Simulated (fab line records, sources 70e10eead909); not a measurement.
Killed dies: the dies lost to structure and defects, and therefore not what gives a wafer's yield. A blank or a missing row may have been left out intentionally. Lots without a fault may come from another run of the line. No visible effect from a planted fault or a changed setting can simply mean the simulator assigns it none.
Chamber matching ; flow nand_harc ; cmp-04 running NHARC_A_M1_CMP_23: 4 sister chambers
The step polishes, t overpolish 20 s, target thk 154.34 nm. 8 wafers are shown with their chamber, then 8 later ones without.

WAFERS WITH THEIR CHAMBER
wafer;chamber;motor_current_A (A);time_to_endpoint_s (s)
L080.4;2;12.0;27.6
L084.2;2;12.3;28.9
L084.4;3;12.1;30.6
L084.5;0;10.6;29.4
L084.1;0;10.6;28.8
L084.3;1;13.0;25.9
L084.6;3;12.9;32.6
L085.1;1;12.2;27.4

WAFERS MISSING THEIR CHAMBER
wafer;motor_current_A (A);time_to_endpoint_s (s)
L085.3;10.9;28.9
L085.6;12.4;25.1
L093.3;11.5;28.5
L093.4;12.5;31.1
L093.5;12.5;30.7
L097.3;12.0;29.3
L097.4;12.0;34.7
L097.5;12.5;36.6

THE CHAMBER EACH PASSED THROUGH
wafer;from the rows above;in truth
L085.3;0;0
L085.6;can't be placed: 1 or 2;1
L093.3;can't be placed: 2 or 0 or 1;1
L093.4;3;3
L093.5;can't be placed: 3 or 2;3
L097.3;can't be placed: 2 or 3 or 1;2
L097.4;3;3
L097.5;3;3
Placed correctly: 4 of 8. Unplaceable from these rows: 4, with the true chamber sitting among the candidates in 4. 0 placed wrongly.
How it was worked out, from the rows above alone: a wafer's distance from a chamber is the root of the sum, over the readings, of the square of ((its reading less the chamber's mean) divided by the reading's scatter). The wafer belongs to the nearest chamber; if the next one is less than 2 further off, it can't be placed. Each chamber's mean is taken over the wafers shown for it. The scatter: the root of (the sum of the squares of (reading less its chamber's mean) over the shown wafers, divided by (wafers less chambers)).
